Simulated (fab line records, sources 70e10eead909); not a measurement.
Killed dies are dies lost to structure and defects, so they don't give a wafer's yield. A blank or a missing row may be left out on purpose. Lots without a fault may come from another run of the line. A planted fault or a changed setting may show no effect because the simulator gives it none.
Chamber matching | flow nand_harc | NHARC_A_STAIRCASE_DEP_471 on pecvd-02: 3 sister chambers
The step deposits SiO2, target thk 100 nm. 6 wafers are shown with their chamber, then 12 later ones without.

WAFERS WITH THEIR CHAMBER
wafer  | chamber | throttle_valve_pct (%) | heater_power_w (W)
L086.5 | 2       | 15.5                   | 630
L090.1 | 2       | 15.4                   | 509
L090.4 | 0       | 16.0                   | 387
L087.3 | 1       | 16.5                   | 541
L087.5 | 0       | 15.6                   | 405
L087.6 | 1       | 16.2                   | 533

WAFERS WITHOUT THEIR CHAMBER
wafer  | throttle_valve_pct (%) | heater_power_w (W)
L092.1 | 16.4                   | 588
L092.3 | 15.2                   | 583
L092.5 | 15.3                   | 427
L091.2 | 14.8                   | 652
L091.5 | 15.3                   | 657
L091.6 | 15.8                   | 428
L095.1 | 16.3                   | 554
L095.2 | 15.4                   | 410
L095.6 | 15.6                   | 411
L097.3 | 15.1                   | 577
L097.4 | 15.2                   | 586
L097.6 | 16.4                   | 457

WHICH CHAMBER EACH WENT THROUGH
wafer  | from the rows above     | in truth
L092.1 | 1                       | 1
L092.3 | 2                       | 2
L092.5 | can't be placed: 0 or 2 | 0
L091.2 | 2                       | 2
L091.5 | 2                       | 2
L091.6 | 0                       | 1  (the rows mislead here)
L095.1 | 1                       | 1
L095.2 | can't be placed: 0 or 2 | 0
L095.6 | 0                       | 0
L097.3 | 2                       | 2
L097.4 | 2                       | 2
L097.6 | can't be placed: 1 or 0 | 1
Placed correctly: 8 of 12. Can't be placed from these rows: 3 (the true chamber is among the candidates in 3). Placed wrongly: 1.
How it was worked out, from the rows above alone: a wafer's distance from a chamber is the root of the sum, over the readings, of the square of ((its reading less the chamber's mean) divided by the reading's scatter). The wafer belongs to the nearest chamber; if the next one is less than 2 further off, it can't be placed. A chamber's mean is the mean of its shown wafers. The scatter: the root of (the sum of the squares of (reading less its chamber's mean) over the shown wafers, divided by (wafers less chambers)).
